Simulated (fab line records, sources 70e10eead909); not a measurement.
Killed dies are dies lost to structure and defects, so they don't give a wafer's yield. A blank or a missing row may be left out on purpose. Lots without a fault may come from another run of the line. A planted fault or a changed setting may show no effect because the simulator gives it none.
fab line records | flow nand_harc
record lots=24 wafers=72 last_day=25
route steps=1159 shown A_STAIRCASE@746 A_CONTACT@857
lots that met no fault: from a run of the same line without faults
start_h: hours from the record's first day to the start of the lot's first wafer shown | wait_h: hours since the lot's step before | " the same as in the row above | L1.1+2: a row that stands for several wafers | - no value, or no start given | * or withheld: withheld | < > ~ a bound
route shown NAME@n: a module of which the file shows steps, and the number in the route of the first | usual: mean/standard deviation of fault-free wafers | same: alike in all rows | chamber/n: place in a boat | sites: the reading at each site | _std_site: their standard deviation | _edge_site: outer sites' mean less inner sites' | radius_mm: how far each site lies from the wafer's centre | mask NAME#n: copy n | behind: the tool/chamber that last shaped the wafer | hold: why the lot was held/for how many hours/how that ended | device: the transistor (n, p or np) that didn't switch | end of line: the same wafers' tests at the end of the route | a step without rows: its recipe alone | killed: dies lost to structure and defects at the first sort, not the wafer's yield | map: a wafer's dies, x killed, . not, _ none there
set.NAME: the setting as run; set.NAME@STEP: as run at that earlier step | model.NAME: the simulator's own value behind a step, which no gauge read
steps of the route over a sample of lots; a table a step, a row a wafer
services: from which hour (start_h, from the record's first day; less than 0 if before it) a tool's chamber was out of use, for how many hours, and why
## steps
# step NHARC_A_STAIRCASE_INSPECT_155
# usual raw_defect_count=366/120
# columns lot.wafer tool chamber start_h wait_h raw_defect_count
L075.1 defect_inspect-01 - 313.67 0.1 335
L075.2 " - " " 643
L075.3 " - " " 350
L074.1 defect_inspect-01 - 313.73 0.1 314
L074.2 " - " " 250
L074.3 " - " " 357
L076.1 defect_inspect-02 - 322.89 0.1 444
L076.4 " - " " 437
L076.6 " - " " 438
L079.1 defect_inspect-02 - 323.06 0.1 344
L079.2 " - " " 320
L079.6 " - " " 374
L077.1 defect_inspect-02 - 323.15 0.1 248
L077.3 " - " " 297
L077.6 " - " " 300
L078.1 defect_inspect-01 - 328.05 0.1 582
L078.3 " - " " 358
L078.6 " - " " 815
L081.2 defect_inspect-01 - 347.11 0.1 242
L081.3 " - " " 264
L081.4 " - " " 492
L080.1 defect_inspect-01 - 357.29 0.1 358
L080.3 " - " " 417
L080.4 " - " " 413
L083.1 defect_inspect-01 - 357.80 0.1 158
L083.3 " - " " 194
L083.4 " - " " 159
L084.2 defect_inspect-01 - 367.90 0.1 390
L084.3 " - " " 258
L084.4 " - " " 457
L082.1 defect_inspect-02 - 367.98 0.1 813
L082.3 " - " " 587
L082.5 " - " " 464
L085.1 defect_inspect-02 - 385.45 0.1 357
L085.3 " - " " 292
L085.4 " - " " 370
L086.3 defect_inspect-02 - 385.74 0.1 352
L086.4 " - " " 439
L086.6 " - " " 257
L089.3 defect_inspect-02 - 385.92 0.1 318
L089.5 " - " " 511
L089.6 " - " " 251
L087.4 defect_inspect-02 - 387.21 0.1 454
L087.5 " - " " 352
L087.6 " - " " 242
L088.1 defect_inspect-01 - 399.75 0.1 465
L088.2 " - " " 833
L088.4 " - " " 573
L090.2 defect_inspect-02 - 414.71 0.1 518
L090.5 " - " " 325
L090.6 " - " " 644
L091.2 defect_inspect-02 - 414.74 0.1 276
L091.3 " - " " 375
L091.4 " - " " 315
L093.2 defect_inspect-02 - 415.33 0.1 441
L093.3 " - " " 248
L093.6 " - " " 508
L094.2 defect_inspect-02 - 423.46 0.1 344
L094.3 " - " " 289
L094.5 " - " " 223
L096.4 defect_inspect-02 - 429.22 0.1 225
L096.5 " - " " 352
L096.6 " - " " 436
L092.2 defect_inspect-01 - 429.48 0.1 324
L092.5 " - " " 480
L092.6 " - " " 306
L095.1 defect_inspect-02 - 429.54 0.1 408
L095.2 " - " " 423
L095.4 " - " " 394
L097.1 defect_inspect-01 - 450.54 0.1 265
L097.2 " - " " 413
L097.5 " - " " 307
# step NHARC_A_CONTACT_DESCUM_47
# recipe time_s=3 o2_flow_sccm=200 ar_flow_sccm=0 bias_power_w=0 chemistry=O2
# usual drypump_motor_current_A=5.7/0.37 o2_flow_sccm=200.1/0.65 oes_product_au=0.997/0.012 rf_vpp_V=57.7/0.95 showerhead_plenum_p_Torr=1.91/0.1 throttle_valve_pct=11.311/0.0093
# columns lot.wafer tool chamber start_h wait_h drypump_motor_current_A o2_flow_sccm oes_product_au rf_hours_counter_h rf_vpp_V showerhead_plenum_p_Torr throttle_valve_pct
L074.2 rie_diel-03 2 369.22 0.1 5.7 200.1 0.994 26 57.7 2.03 11.308
L074.3 " 3 " " 5.3 201.1 1.011 24 56.7 1.76 11.302
L074.1 " 1 " " 6.4 199.8 0.992 25 56.2 1.78 11.301
L075.3 rie_diel-03 2 374.93 0.1 5.7 201.1 0.987 28 58.2 2.03 11.315
L075.2 " 0 " " 5.6 199.9 0.994 25 58.4 1.92 11.322
L075.1 " 1 " " 6.4 199.0 0.992 27 57.0 1.78 11.310
L077.1 rie_diel-03 0 377.18 0.1 5.5 200.6 0.983 26 56.6 1.92 11.318
L077.3 " 1 " " 6.4 199.9 0.989 27 56.6 1.78 11.298
L077.6 " 1 " " 6.4 200.5 0.987 - 57.6 1.78 11.317
L079.2 rie_diel-03 3 378.93 0.1 5.3 201.3 1.009 27 57.1 1.76 11.316
L079.1 " 1 " " 6.4 199.6 0.999 28 57.5 1.78 11.324
L079.6 " 0 " " 5.6 200.5 0.978 - 57.3 1.92 11.316
L076.1 rie_diel-05 2 382.61 0.1 5.6 199.8 0.991 13 57.3 1.95 11.310
L076.4 " 1 " " 5.6 199.6 1.006 12 58.0 1.82 11.325
L076.6 " 2 " " 5.7 200.5 0.991 - 57.7 1.95 11.294
L078.1 rie_diel-03 0 384.88 0.1 5.5 200.0 0.982 29 57.5 1.91 11.310
L078.3 " 1 " " 6.4 200.0 0.983 30 56.5 1.78 11.324
L078.6 " 0 " " 5.6 200.4 0.983 - 56.8 1.91 11.306
L081.4 rie_diel-03 1 403.03 0.1 6.4 199.5 0.986 0 57.0 1.78 11.313
L081.3 " 2 " " 5.8 200.4 0.986 0 58.4 2.03 11.312
L081.2 " 3 " " 5.3 200.0 0.997 0 57.9 2.08 11.305
L080.4 rie_diel-03 1 410.41 0.1 6.4 199.9 0.986 1 57.5 1.78 11.312
L080.1 " 3 " " 5.2 200.1 1.010 2 59.1 2.08 11.321
L080.3 " 0 " " 5.6 200.9 0.989 2 59.0 1.91 11.296
L083.1 rie_diel-05 1 412.05 0.1 5.6 199.4 1.004 25 59.4 1.81 11.296
L083.4 " 2 " " 5.7 199.5 0.992 25 57.3 1.95 11.325
L083.3 " 3 " " 5.3 200.3 1.021 26 57.8 1.95 11.307
L082.3 rie_diel-05 0 427.77 0.1 6.3 200.1 1.010 31 58.5 1.90 11.309
L082.1 " 1 " " 5.6 199.7 1.005 31 56.4 1.81 11.327
L082.5 " 3 " " 5.3 199.5 1.023 - 58.0 1.94 11.309
L084.4 rie_diel-03 3 430.08 0.1 5.3 199.8 0.994 5 60.2 2.07 11.300
L084.3 " 0 " " 5.6 200.4 0.981 5 58.4 1.91 11.303
L084.2 " 2 " " 5.8 200.4 0.992 5 60.1 2.03 11.319
L086.4 rie_diel-13 1 443.17 0.1 5.7 200.9 0.971 59 58.1 1.76 11.312
L086.3 " 2 " " 5.3 200.3 0.996 53 58.8 1.96 11.286
L086.6 " 0 " " 5.6 200.7 0.989 - 58.1 1.90 11.295
L087.4 rie_diel-03 3 443.90 0.1 5.3 201.6 1.006 7 58.0 2.07 11.301
L087.5 " 1 " " 6.4 200.1 0.974 - 57.4 1.78 11.287
L087.6 " 2 " " 5.7 200.6 1.000 - 58.6 2.03 11.307
L085.1 rie_diel-13 0 447.64 0.1 5.6 200.9 0.996 62 57.7 1.89 11.312
L085.3 " 1 " " 5.8 200.2 0.999 62 57.5 1.76 11.328
L085.4 " 3 " " 6.0 199.6 1.003 62 56.7 1.76 11.314
L089.3 rie_diel-05 2 454.89 0.1 5.6 199.7 0.989 43 56.9 1.94 11.306
L089.6 " 0 " " 6.3 199.3 0.996 - 58.9 1.90 11.315
L089.5 " 1 " " 5.6 200.1 1.014 - 57.0 1.81 11.320
L088.4 rie_diel-03 0 457.04 0.1 5.5 200.9 0.996 9 57.5 1.91 11.305
L088.2 " 1 " " 6.4 200.1 0.990 8 57.0 1.78 11.308
L088.1 " 2 " " 5.7 199.4 1.001 9 57.2 2.02 11.314
L091.4 rie_diel-05 2 470.59 0.1 5.7 200.0 1.007 50 57.5 1.94 11.300
L091.3 " 3 " " 5.4 199.2 1.014 49 58.3 1.94 11.311
L091.2 " 1 " " 5.6 200.4 1.017 49 56.5 1.81 11.300
L090.2 rie_diel-13 1 473.01 0.1 5.8 200.4 0.993 4 58.9 2.08 11.313
L090.5 " 3 " " 6.1 200.1 1.001 - 59.0 2.08 11.310
L090.6 " 0 " " 5.6 200.5 1.002 - 57.3 1.89 11.297
L093.2 rie_diel-13 3 476.69 0.1 6.0 200.5 1.000 6 59.4 2.07 11.298
L093.3 " 0 " " 5.6 199.0 1.003 6 57.3 1.89 11.306
L093.6 " 2 " " 5.3 200.9 0.994 - 58.7 1.96 11.310
L094.3 rie_diel-03 2 478.96 0.1 5.7 200.4 0.996 13 57.9 2.02 11.331
L094.2 " 3 " " 5.3 199.1 1.007 13 60.2 2.07 11.298
L094.5 " 2 " " 5.7 200.0 0.993 - 58.7 2.02 11.312
L092.2 rie_diel-03 2 496.50 0.1 5.7 199.8 0.992 16 57.1 2.02 11.307
L092.5 " 1 " " 6.3 200.1 0.988 - 56.9 1.78 11.294
L092.6 " 2 " " 5.7 200.6 0.995 - 57.6 2.02 11.325
L096.4 rie_diel-05 0 497.37 0.1 6.2 200.0 1.003 55 57.6 1.89 11.316
L096.5 " 1 " " 5.6 199.8 1.001 - 56.7 1.81 11.310
L096.6 " 2 " " 5.7 200.2 0.986 - 57.1 1.94 11.308
L095.1 rie_diel-05 2 500.02 0.1 5.6 200.4 0.996 58 57.6 1.93 11.304
L095.2 " 3 " " 5.3 199.3 1.021 57 58.1 1.94 11.316
L095.4 " 1 " " 5.6 199.8 0.992 58 56.3 1.80 11.311
L097.2 rie_diel-05 2 510.98 0.1 5.7 200.0 1.003 63 56.8 1.93 11.315
L097.1 " 3 " " 5.3 200.6 1.007 62 58.4 1.93 11.319
L097.5 " 1 " " 5.6 199.4 0.983 - 57.3 1.80 11.319
# step NHARC_A_CONTACT_ETCH_113
# recipe source_w=withheld pressure_mtorr=20 bias_v=3000 time_s=94 target_depth_a=9220 ar_flow_sccm=withheld c4f8_flow_sccm=withheld o2_flow_sccm=withheld chemistry=C4F8/O2/Ar
# columns lot.wafer tool chamber start_h wait_h rf_hours_counter_h
L074.1 har_cap_etch-02 1 370.78 0.1 9
L074.2 " 0 " " 9
L074.3 " 1 " " -
L075.1 har_cap_etch-03 1 376.49 0.1 83
L075.2 " 0 " " 83
L075.3 " 1 " " -
L077.1 har_cap_etch-02 0 378.75 0.1 11
L077.3 " 0 " " -
L077.6 " 1 " " -
L079.1 har_cap_etch-02 1 380.67 0.1 12
L079.2 " 0 " " 12
L079.6 " 1 " " -
L076.1 har_cap_etch-03 1 384.97 0.1 85
L076.4 " 0 " " -
L076.6 " 1 " " -
L078.1 har_cap_etch-01 0 386.48 0.1 59
L078.3 " 1 " " -
L078.6 " 0 " " -
L081.2 har_cap_etch-03 1 404.57 0.1 89
L081.3 " 1 " " -
L081.4 " 0 " " -
L080.1 har_cap_etch-02 0 412.31 0.1 17
L080.3 " 1 " " -
L080.4 " 0 " " -
L083.1 har_cap_etch-03 1 413.72 0.1 90
L083.4 " 0 " " -
L083.3 " 1 " " -
L082.1 har_cap_etch-03 0 429.34 0.1 93
L082.3 " 1 " " -
L082.5 " 0 " " -
L084.2 har_cap_etch-01 1 431.62 0.1 65
L084.3 " 1 " " -
L084.4 " 0 " " -
L086.4 har_cap_etch-02 1 444.75 0.1 -
L086.3 " 0 " " -
L086.6 " 0 " " -
L087.4 har_cap_etch-03 1 445.67 0.1 -
L087.5 " 1 " " -
L087.6 " 0 " " -
L085.1 har_cap_etch-02 0 450.13 0.1 23
L085.3 " 0 " " -
L085.4 " 1 " " -
L089.3 har_cap_etch-02 1 456.54 0.1 -
L089.6 " 1 " " -
L089.5 " 0 " " -
L088.2 har_cap_etch-02 1 458.91 0.1 25
L088.1 " 0 " " 25
L088.4 " 1 " " -
L091.2 har_cap_etch-03 1 472.24 0.1 100
L091.3 " 1 " " -
L091.4 " 0 " " -
L090.2 har_cap_etch-02 1 474.56 0.1 28
L090.6 " 0 " " -
L090.5 " 1 " " -
L093.2 har_cap_etch-03 0 478.35 0.1 101
L093.3 " 0 " " -
L093.6 " 0 " " -
L094.2 har_cap_etch-02 0 480.70 0.1 29
L094.3 " 1 " " -
L094.5 " 1 " " -
L092.2 har_cap_etch-03 1 498.05 0.1 105
L092.6 " 0 " " -
L092.5 " 1 " " -
L096.4 har_cap_etch-01 1 498.92 0.1 -
L096.6 " 1 " " -
L096.5 " 0 " " -
L095.1 har_cap_etch-03 0 501.59 0.1 106
L095.2 " 1 " " 106
L095.4 " 1 " " -
L097.2 har_cap_etch-03 1 512.89 0.1 109
L097.1 " 0 " " 109
L097.5 " 1 " " -
# step NHARC_A_CONTACT_ETCH_115
# recipe source_w=withheld pressure_mtorr=20 bias_v=3000 time_s=94 target_depth_a=9220 ar_flow_sccm=withheld c4f8_flow_sccm=withheld o2_flow_sccm=withheld chemistry=C4F8/O2/Ar
# columns lot.wafer tool chamber start_h wait_h rf_hours_counter_h
L074.1 har_cap_etch-02 1 370.96 0.1 9
L074.2 " 0 " " 9
L074.3 " 1 " " -
L075.1 har_cap_etch-03 1 376.67 0.1 83
L075.2 " 0 " " 83
L075.3 " 1 " " -
L077.1 har_cap_etch-02 0 378.93 0.1 11
L077.3 " 0 " " -
L077.6 " 1 " " -
L079.1 har_cap_etch-02 1 380.86 0.1 12
L079.2 " 0 " " 12
L079.6 " 1 " " -
L076.1 har_cap_etch-03 1 385.16 0.1 85
L076.4 " 0 " " -
L076.6 " 1 " " -
L078.1 har_cap_etch-01 0 386.66 0.1 59
L078.3 " 1 " " -
L078.6 " 0 " " -
L081.2 har_cap_etch-03 1 404.75 0.1 89
L081.3 " 1 " " -
L081.4 " 0 " " -
L080.1 har_cap_etch-02 0 412.49 0.1 17
L080.3 " 1 " " -
L080.4 " 0 " " -
L083.1 har_cap_etch-03 1 413.97 0.1 91
L083.4 " 0 " " -
L083.3 " 1 " " -
L082.1 har_cap_etch-03 0 429.52 0.1 93
L082.3 " 1 " " -
L082.5 " 0 " " -
L084.2 har_cap_etch-01 1 431.81 0.1 65
L084.3 " 1 " " -
L084.4 " 0 " " -
L086.4 har_cap_etch-02 1 444.93 0.1 -
L086.3 " 0 " " -
L086.6 " 0 " " -
L087.4 har_cap_etch-03 1 445.85 0.1 -
L087.5 " 1 " " -
L087.6 " 0 " " -
L085.1 har_cap_etch-02 0 450.31 0.1 23
L085.3 " 0 " " -
L085.4 " 1 " " -
L089.3 har_cap_etch-02 1 456.72 0.1 -
L089.6 " 1 " " -
L089.5 " 0 " " -
L088.2 har_cap_etch-02 1 459.09 0.1 25
L088.1 " 0 " " 25
L088.4 " 1 " " -
L091.2 har_cap_etch-03 1 472.42 0.1 100
L091.3 " 1 " " -
L091.4 " 0 " " -
L090.2 har_cap_etch-02 1 474.74 0.1 28
L090.6 " 0 " " -
L090.5 " 1 " " -
L093.2 har_cap_etch-03 0 478.53 0.1 102
L093.3 " 0 " " -
L093.6 " 0 " " -
L094.2 har_cap_etch-02 0 480.88 0.1 29
L094.3 " 1 " " -
L094.5 " 1 " " -
L092.2 har_cap_etch-03 1 498.23 0.1 105
L092.6 " 0 " " -
L092.5 " 1 " " -
L096.4 har_cap_etch-01 1 499.10 0.1 -
L096.6 " 1 " " -
L096.5 " 0 " " -
L095.1 har_cap_etch-03 0 501.77 0.1 107
L095.2 " 1 " " 107
L095.4 " 1 " " -
L097.2 har_cap_etch-03 1 513.07 0.1 109
L097.1 " 0 " " 109
L097.5 " 1 " " -
# step NHARC_A_CONTACT_INSPECT_71
# usual raw_defect_count=29/15
# columns lot.wafer tool chamber start_h wait_h raw_defect_count
L074.1 defect_inspect-02 - 377.13 0.0 12
L074.2 " - " " 14
L074.3 " - " " 16
L075.1 defect_inspect-01 - 382.48 0.0 45
L075.2 " - " " 31
L075.3 " - " " 36
L077.1 defect_inspect-01 - 385.63 0.0 20
L077.3 " - " " 17
L077.6 " - " " 24
L079.1 defect_inspect-02 - 386.19 0.0 8
L079.2 " - " " 14
L079.6 " - " " 8
L076.1 defect_inspect-02 - 390.35 0.0 26
L076.4 " - " " 26
L076.6 " - " " 24
L078.1 defect_inspect-02 - 391.95 0.0 35
L078.3 " - " " 37
L078.6 " - " " 30
L081.2 defect_inspect-01 - 409.78 0.0 35
L081.3 " - " " 38
L081.4 " - " " 41
L080.1 defect_inspect-02 - 417.57 0.0 21
L080.3 " - " " 26
L080.4 " - " " 22
L083.1 defect_inspect-02 - 419.40 0.0 45
L083.3 " - " " 37
L083.4 " - " " 40
L082.1 defect_inspect-02 - 434.54 0.0 23
L082.3 " - " " 24
L082.5 " - " " 29
L084.2 defect_inspect-01 - 438.34 0.0 30
L084.3 " - " " 21
L084.4 " - " " 26
L086.3 defect_inspect-01 - 450.06 0.0 34
L086.4 " - " " 35
L086.6 " - " " 38
L087.4 defect_inspect-02 - 451.97 0.0 17
L087.5 " - " " 15
L087.6 " - " " 18
L085.1 defect_inspect-01 - 455.35 0.0 43
L085.3 " - " " 48
L085.4 " - " " 52
L089.3 defect_inspect-01 - 462.90 0.0 6
L089.5 " - " " 12
L089.6 " - " " 10
L088.1 defect_inspect-01 - 465.18 0.0 17
L088.2 " - " " 23
L088.4 " - " " 23
L091.2 defect_inspect-01 - 477.87 0.0 19
L091.3 " - " " 4
L091.4 " - " " 18
L090.2 defect_inspect-01 - 480.50 0.0 44
L090.5 " - " " 51
L090.6 " - " " 63
L093.2 defect_inspect-02 - 487.54 0.0 12
L093.3 " - " " 13
L093.6 " - " " 13
L094.2 defect_inspect-01 - 489.22 0.0 43
L094.3 " - " " 34
L094.5 " - " " 35
L092.2 defect_inspect-02 - 503.35 0.0 45
L092.5 " - " " 60
L092.6 " - " " 54
L096.4 defect_inspect-02 - 504.17 0.0 11
L096.5 " - " " 14
L096.6 " - " " 14
L095.1 defect_inspect-02 - 507.87 0.0 68
L095.2 " - " " 57
L095.4 " - " " 62
L097.1 defect_inspect-01 - 518.46 0.0 20
L097.2 " - " " 20
L097.5 " - " " 22
# step NHARC_A_CONTACT_ETCH_78
# recipe target_depth_a=28000 over_etch_frac=0.3 time_s=728 ion_energy_ev=150 o2_flow_sccm=400 cos_flow_sccm=20 ar_flow_sccm=0 rf_w=500 bias_w=300 chemistry=O2/COS
# usual bias_w=300.1/1 cos_flow_sccm=20.00/0.063 drypump_motor_current_A=5.7/0.34 o2_flow_sccm=399.9/1.2 oes_product_au=0.998/0.011 rf_vpp_V=314.3/2.3 showerhead_plenum_p_Torr=3.14/0.15 throttle_valve_pct=28.330/0.0093
# columns lot.wafer tool chamber start_h wait_h bias_w cos_flow_sccm drypump_motor_current_A o2_flow_sccm oes_product_au rf_hours_counter_h rf_vpp_V showerhead_plenum_p_Torr throttle_valve_pct
L074.1 rie_diel-13 0 - - 301.9 20.08 5.6 399.1 1.004 38 314.1 3.10 28.325
L074.2 " 1 " " 300.0 20.03 5.8 400.5 0.983 38 309.7 2.90 28.336
L074.3 " 2 " " 299.3 20.07 5.3 399.3 1.004 31 314.2 3.21 28.309
L075.2 rie_diel-03 0 - - 299.3 19.95 5.5 399.4 0.999 29 314.1 3.12 28.325
L075.3 " 2 " " 301.3 19.95 5.7 400.0 0.990 30 315.9 3.30 28.308
L075.1 " 3 " " 301.6 20.07 5.3 401.1 1.016 29 311.2 2.89 28.342
L077.1 rie_diel-05 1 - - 300.1 19.98 5.6 399.4 1.006 14 312.4 2.98 28.316
L077.3 " 2 " " 299.3 20.00 5.7 400.8 0.984 15 315.0 3.18 28.327
L077.6 " 1 " " 299.2 20.00 5.6 399.4 1.002 - 312.3 2.98 28.332
L079.2 rie_diel-05 2 - - 299.7 19.93 5.7 401.0 0.993 16 315.0 3.18 28.323
L079.1 " 3 " " 300.1 20.01 5.3 399.1 1.014 17 314.7 3.18 28.330
L079.6 " 1 " " 298.8 19.99 5.6 400.0 1.012 - 312.6 2.97 28.340
L076.4 rie_diel-13 1 - - 299.4 19.98 5.8 399.5 0.990 43 309.8 2.90 28.339
L076.1 " 2 " " 300.3 19.95 5.3 398.6 1.008 37 315.2 3.20 28.344
L076.6 " 1 " " 300.7 19.95 5.8 399.6 0.984 - 311.1 2.90 28.320
L078.1 rie_diel-05 1 - - 301.1 19.92 5.6 397.5 0.999 17 312.4 2.97 28.338
L078.3 " 2 " " 301.7 20.04 5.6 399.5 0.984 18 315.3 3.17 28.325
L078.6 " 1 " " 300.8 20.11 5.6 398.6 0.995 - 311.5 2.97 28.328
L081.3 rie_diel-03 0 - - 300.3 20.06 5.5 400.4 0.995 2 313.5 3.12 28.342
L081.2 " 1 " " 299.4 19.98 6.4 397.4 0.978 1 310.9 2.92 28.322
L081.4 " 2 " " 300.1 20.03 5.7 399.6 0.984 2 318.3 3.30 28.322
L080.3 rie_diel-05 2 - - 300.5 20.13 5.7 399.8 0.999 30 314.1 3.17 28.336
L080.1 " 3 " " 301.6 19.98 5.4 401.4 1.026 30 314.7 3.17 28.336
L080.4 " 1 " " 299.2 20.09 5.6 398.8 1.002 29 311.5 2.97 28.328
L083.1 rie_diel-13 3 - - 301.9 20.01 6.1 403.1 0.996 54 310.0 2.88 28.318
L083.4 " 0 " " 302.0 20.05 5.6 400.5 0.999 54 312.7 3.10 28.327
L083.3 " 1 " " 300.7 19.98 5.8 397.7 0.990 52 311.6 2.90 28.332
L082.1 rie_diel-03 1 - - 300.7 20.12 6.4 398.6 0.971 5 310.3 2.92 28.341
L082.3 " 2 " " 299.4 20.15 5.7 399.2 0.973 6 316.0 3.29 28.334
L082.5 " 3 " " 298.3 19.98 5.3 399.7 0.992 - 317.8 3.37 28.342
L084.3 rie_diel-13 1 - - 298.0 20.05 5.8 399.6 0.983 58 310.1 2.89 28.342
L084.4 " 2 " " 300.1 20.02 5.3 401.1 1.014 52 316.3 3.20 28.334
L084.2 " 0 " " 298.9 20.00 5.6 399.2 0.988 59 314.8 3.09 28.331
L086.4 rie_diel-05 0 - - 297.6 19.98 6.3 401.7 0.993 39 312.8 3.10 28.326
L086.3 " 1 " " 300.3 19.96 5.6 398.5 1.011 40 310.6 2.96 28.331
L086.6 " 0 " " 299.1 20.08 6.3 401.6 0.993 - 313.2 3.10 28.329
L087.4 rie_diel-05 1 - - 300.0 20.02 5.6 398.3 1.004 41 310.3 2.96 28.332
L087.6 " 2 " " 300.7 20.02 5.7 400.0 0.990 - 315.4 3.16 28.337
L087.5 " 3 " " 301.6 19.93 5.3 399.8 1.012 - 315.3 3.16 28.342
L085.3 rie_diel-03 0 - - 300.1 19.95 5.5 400.4 0.993 8 314.3 3.12 28.326
L085.4 " 1 " " 299.7 19.94 6.4 399.3 0.986 8 310.7 2.92 28.341
L085.1 " 3 " " 300.8 19.97 5.3 398.8 1.010 9 318.0 3.37 28.341
L089.3 rie_diel-03 0 - - 299.8 19.91 5.6 398.6 0.977 11 314.5 3.12 28.319
L089.5 " 3 " " 299.6 20.02 5.3 399.4 0.999 - 319.0 3.37 28.324
L089.6 " 0 " " 299.9 19.97 5.5 399.6 0.979 - 316.0 3.12 28.338
L088.4 rie_diel-05 0 - - 298.3 20.07 6.3 397.3 0.991 47 314.3 3.10 28.328
L088.1 " 1 " " 300.8 19.96 5.6 399.7 1.009 47 312.2 2.96 28.323
L088.2 " 3 " " 299.4 20.07 5.4 399.6 1.011 48 314.8 3.16 28.344
L091.2 rie_diel-05 2 - - 298.7 19.92 5.7 400.7 0.994 53 315.0 3.16 28.337
L091.3 " 3 " " 299.2 20.07 5.3 399.7 1.019 53 314.8 3.16 28.326
L091.4 " 1 " " 299.1 19.98 5.6 396.9 1.013 53 311.3 2.96 28.341
L090.2 rie_diel-03 1 - - 299.2 20.01 6.3 399.5 0.988 13 312.7 2.91 28.327
L090.6 " 2 " " 299.3 20.03 5.7 402.1 0.992 - 315.0 3.29 28.324
L090.5 " 3 " " 301.1 19.99 5.3 400.6 1.004 - 317.1 3.37 28.324
L093.2 rie_diel-03 1 - - 298.6 20.09 6.4 400.8 0.986 14 309.7 2.91 28.315
L093.3 " 2 " " 298.4 20.08 5.7 400.5 0.994 15 317.1 3.29 28.325
L093.6 " 3 " " 300.2 19.94 5.3 398.8 1.004 - 318.0 3.36 28.329
L094.3 rie_diel-13 1 - - 300.6 20.00 5.8 400.1 1.002 10 317.7 3.37 28.354
L094.2 " 2 " " 299.5 19.91 5.3 399.7 0.995 11 314.8 3.19 28.329
L094.5 " 2 " " 299.8 19.92 5.3 401.2 0.987 - 314.7 3.19 28.323
L092.2 rie_diel-05 2 - - 298.6 19.97 5.7 399.6 0.990 60 313.7 3.15 28.318
L092.5 " 2 " " 300.5 19.98 5.7 400.5 0.991 - 314.1 3.15 28.344
L092.6 " 3 " " 300.1 19.97 5.3 399.7 1.020 - 314.2 3.16 28.324
L096.4 rie_diel-13 3 - - 300.5 19.91 6.1 400.1 0.997 14 316.9 3.36 28.337
L096.5 " 1 " " 300.1 19.99 5.8 398.3 0.999 - 315.7 3.37 28.326
L096.6 " 2 " " 299.1 19.96 5.3 399.9 0.992 - 314.8 3.19 28.336
L095.4 rie_diel-13 3 - - 302.6 19.96 6.1 401.2 1.013 17 317.4 3.36 28.310
L095.1 " 0 " " 301.5 20.06 5.6 399.0 1.023 16 313.6 3.08 28.319
L095.2 " 1 " " 300.0 20.12 5.8 399.2 1.001 17 317.8 3.36 28.326
L097.2 rie_diel-13 2 - - 301.4 20.02 5.3 400.0 0.995 24 314.9 3.18 28.323
L097.1 " 3 " " 300.7 19.95 6.1 401.7 1.010 22 315.7 3.36 28.325
L097.5 " 2 " " 301.3 19.97 5.3 400.8 0.991 - 314.3 3.18 28.315
## services
# columns tool chamber start_h hours kind
rie_diel-03 0 346.85 - clean
rie_diel-03 1 346.85 - clean
rie_diel-03 2 346.85 - clean
rie_diel-03 3 346.85 - clean
rie_diel-03 0 371.35 - clean
rie_diel-03 1 371.35 - clean
rie_diel-03 2 371.35 - clean
rie_diel-03 3 371.35 - clean
rie_diel-03 - 392.30 9.0 pm
rie_diel-03 0 392.30 9.0 vent_cycle
rie_diel-03 1 392.30 9.0 vent_cycle
rie_diel-03 2 392.30 9.0 vent_cycle
rie_diel-03 3 392.30 9.0 vent_cycle
rie_diel-03 0 401.30 - clean
rie_diel-03 1 401.30 - clean
rie_diel-03 2 401.30 - clean
rie_diel-03 3 401.30 - clean
rie_diel-13 2 402.42 2.0 repair
rie_diel-13 - 417.30 0.8 repair
rie_diel-13 - 453.19 9.0 pm
har_cap_etch-03 - 496.44 0.7 repair
rie_diel-03 0 507.85 12.3 repair
rie_diel-13 0 517.28 4.2 repair
rie_diel-05 - 517.68 9.0 pm
## key
fault none
